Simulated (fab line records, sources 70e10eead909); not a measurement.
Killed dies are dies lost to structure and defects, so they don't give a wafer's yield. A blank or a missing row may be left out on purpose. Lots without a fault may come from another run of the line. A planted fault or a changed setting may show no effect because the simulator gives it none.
Which tool did it? | flow nand_harc | 7 lots, 21 wafers sampled, at 1 step of a route of 1302

WHAT THE GAUGES READ, wafer by wafer
NHARC_A_M0_INSPECT_27.
lot  | measured     | on                | raw_defect_count
L366 | day 24 05:50 | defect_inspect-02 | 532 509 392
L368 | day 24 18:43 | defect_inspect-01 | 465 580 699
L378 | day 28 22:22 | defect_inspect-02 | 532 661 550
L379 | day 29 11:35 | defect_inspect-02 | 694 412 595
L384 | day 31 02:58 | defect_inspect-01 | 340 402 376
L383 | day 31 08:10 | defect_inspect-02 | 580 557 421
L386 | day 32 09:55 | defect_inspect-01 | 434 399 460

WHICH TOOL RAN EACH LOT (tool, then ch and the chambers of the sampled wafers, then the start)
The record holds no process step before these readings.

THE ANSWER, worked out from the rows above alone
Rule: what is usual is taken from the lots themselves. Put in order of their means at a reading, lots are off if they are a third of the lots or fewer, leave a main group of 4 or more, and stand apart from it by a gap of 3 or more times the standard deviation of the main group's means; of several such gaps the widest counts. A main group whose means are all the same, to the digits that the tables above print for the reading, isn't used. A lot without any number at a reading at which 4 lots or more have one is off too. The other lots that the step has rows for count as sound.
No lot is off at any reading shown: from this, nothing can be told.

WHAT THE SIMULATOR HAD PUT IN
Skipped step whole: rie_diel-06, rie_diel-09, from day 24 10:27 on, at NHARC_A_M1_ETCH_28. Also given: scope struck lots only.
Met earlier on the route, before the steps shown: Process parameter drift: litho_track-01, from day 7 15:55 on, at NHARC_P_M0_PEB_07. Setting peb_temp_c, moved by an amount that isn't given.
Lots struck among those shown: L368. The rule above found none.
